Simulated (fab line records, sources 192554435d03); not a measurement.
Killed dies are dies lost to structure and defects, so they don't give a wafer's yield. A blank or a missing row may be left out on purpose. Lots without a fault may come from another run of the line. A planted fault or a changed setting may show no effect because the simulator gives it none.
Split-lot experiment | flow n5_finfet | 7 lots, 39 wafers read, on a route of 1938 steps

THE SPLIT
At N5_FIN_SAQP_HM_DEP_72 (deposits SiO2 from SiH4/N2O, target thk 12 nm, time 7.2 s), the setting target_thk_a was moved away from the recipe's 120 angstrom on 18 of the 39 wafers read, by -32.9% to +53.1%. The other wafers ran this setting at the recipe's value.

FROM THE SPLIT TO THE READING: what the file shows between them, 4 steps
- N5_FIN_SAQP_COAT_49: time 60 s, resist thk 100 nm
- N5_FIN_SAQP_COAT_50: time 60 s, resist thk 35 nm
- N5_FIN_SAQP_ETCH_52: etches SOC in N2/H2, target depth 100 nm, overetch 20 nm, time 150 s
- N5_FIN_SAQP_STRIP_53: strips in N2/H2

THE READING
etch.depth_nm (the simulator's own value, which no gauge read), in nm, at N5_FIN_SAQP_HM_OPEN_73 (chemistry CHF3/O2, target SiO2, stops on a-Si, target depth 12 nm, time 16.8 s). The file gives no usual value for it. The 21 wafers here that ran the recipe average 11.962 nm, standard deviation 0.23 nm.

wafer  | tool, chamber at the split | target_thk_a as run, angstrom | against the recipe | etch.depth_nm, nm | against lot-mates on the recipe
L075.1 | pecvd-03, 0                | 120                           | recipe             | 11.62             | -
L075.2 | pecvd-03, 1                | 120                           | recipe             | 11.38             | -
L075.3 | pecvd-03, 1                | 80.89                         | -32.6%             | 7.729             | -3.881
L075.4 | pecvd-03, 0                | 80.89                         | -32.6%             | 7.905             | -3.705
L075.5 | pecvd-03, 1                | 80.89                         | -32.6%             | 7.761             | -3.849
L075.6 | pecvd-03, 0                | 120                           | recipe             | 11.83             | -
L079.1 | pecvd-03, 1                | 120                           | recipe             | 11.59             | -
L079.2 | pecvd-03, 2                | 120                           | recipe             | 11.93             | -
L079.3 | pecvd-03, 0                | 88.86                         | -25.9%             | 8.607             | -3.246
L079.4 | pecvd-03, 1                | 88.86                         | -25.9%             | 8.593             | -3.260
L079.5 | pecvd-03, 2                | 120                           | recipe             | 12.04             | -
L079.6 | pecvd-03, 0                | 88.86                         | -25.9%             | 8.942             | -2.911
L082.1 | pecvd-03, 1                | 99.03                         | -17.5%             | 9.838             | -2.069
L082.2 | pecvd-03, 0                | 120                           | recipe             | 11.91             | -
L082.3 | pecvd-03, 0                | 99.03                         | -17.5%             | 9.918             | -1.989
L082.4 | pecvd-03, 1                | 120                           | recipe             | 11.92             | -
L082.5 | pecvd-03, 1                | 120                           | recipe             | 11.89             | -
L082.6 | pecvd-03, 0                | 99.03                         | -17.5%             | 10.01             | -1.897
L088.1 | pecvd-03, 1                | 183.7                         | +53.1%             | 18.22             | +6.180
L088.2 | pecvd-03, 0                | 120                           | recipe             | 11.87             | -
L088.3 | pecvd-03, 2                | 183.7                         | +53.1%             | 18.06             | +6.020
L088.4 | pecvd-03, 1                | 183.7                         | +53.1%             | 18.45             | +6.410
L088.5 | pecvd-03, 2                | 120                           | recipe             | 12.21             | -
L088.6 | pecvd-03, 0                | 120                           | recipe             | 12.04             | -
L092.1 | pecvd-02, 2                | 80.52                         | -32.9%             | 8.054             | -4.239
L092.2 | pecvd-02, 0                | 80.52                         | -32.9%             | 8.024             | -4.269
L092.3 | pecvd-02, 1                | 80.52                         | -32.9%             | 8.048             | -4.245
L092.4 | pecvd-02, 2                | 120                           | recipe             | 12.32             | -
L092.5 | pecvd-02, 1,0              | 120                           | recipe             | 12.28             | -
L092.6 | pecvd-02, 1,0              | 120                           | recipe             | 12.28             | -
L093.1 | pecvd-03, 2,1              | 120                           | recipe             | 11.94             | -
L093.6 | pecvd-03, 2,1              | 120                           | recipe             | 11.94             | -
L093.3 | pecvd-03, 1                | 120                           | recipe             | 11.83             | -
L094.1 | pecvd-02, 0                | 99.54                         | -17.0%             | 9.986             | -2.141
L094.2 | pecvd-02, 2                | 120                           | recipe             | 12.02             | -
L094.3 | pecvd-02, 1                | 120                           | recipe             | 12.22             | -
L094.4 | pecvd-02, 0                | 120                           | recipe             | 12.14             | -
L094.5 | pecvd-02, 1                | 99.54                         | -17.0%             | 10.25             | -1.877
L094.6 | pecvd-02, 2                | 99.54                         | -17.0%             | 9.883             | -2.244
Where a row lists several chambers, the file gives one row for several wafers and doesn't say which wafer went through which chamber.

THE FIT
A straight line over all 39 wafers: etch.depth_nm changes by +0.12 nm for each +1% of target_thk_a; r = +1.00; the points scatter about the line by 0.22 nm.
The same after taking each lot's own level away (the mean of its wafers on the recipe; 39 wafers): +0.119 nm for each +1%; r = +1.00; scatter 0.16 nm.
On that fit, the largest move of target_thk_a shifts the reading by 6.3 nm.
The lots' own levels span 11.6100 to 12.2933 nm, that is 2.9 times the standard deviation above.
So the lot-to-lot level changes the slope little: the two slopes agree.
Check: with one of the wafers moved furthest among these (+53.1%) left out of the fit, the line predicts +6.33 nm for it against its lot-mates. It came out at +6.18 nm against them.

OTHER SPLITS ON THESE WAFERS
These wafers also went through other splits before the reading. Each is held against what the fit with the lots' levels taken away leaves over:
other split on the same wafers          | wafers away from the commonest value | r with etch.depth_nm (lot level and that fit taken away)
N5_ZERO_LAYER_DEVELOP_10 develop_time_s | 18                                   | +0.00

THE WHOLE CHAIN: every reading that the file lists as answering this split, in the file's order
step                   | what it does                                                                   | reading                                                                            | change (the file's fit)              | r (the file's)
N5_FIN_SAQP_HM_DEP_72  | deposits SiO2 from SiH4/N2O, target thk 12 nm, time 7.2 s                      | SiO2_of_FIN_SAQP_HM_DEP_72.thk_nm (the simulator's own value, which no gauge read) | +0.12 nm for each +1% of the setting | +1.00
N5_FIN_SAQP_HM_OPEN_73 | chemistry CHF3/O2, target SiO2, stops on a-Si, target depth 12 nm, time 16.8 s | etch.depth_nm (the simulator's own value, which no gauge read)                     | +0.12 nm for each +1% of the setting | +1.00

THE FILE'S OWN FIT
etch.depth_nm changes by +0.12 nm for each +1% of target_thk_a, r = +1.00.
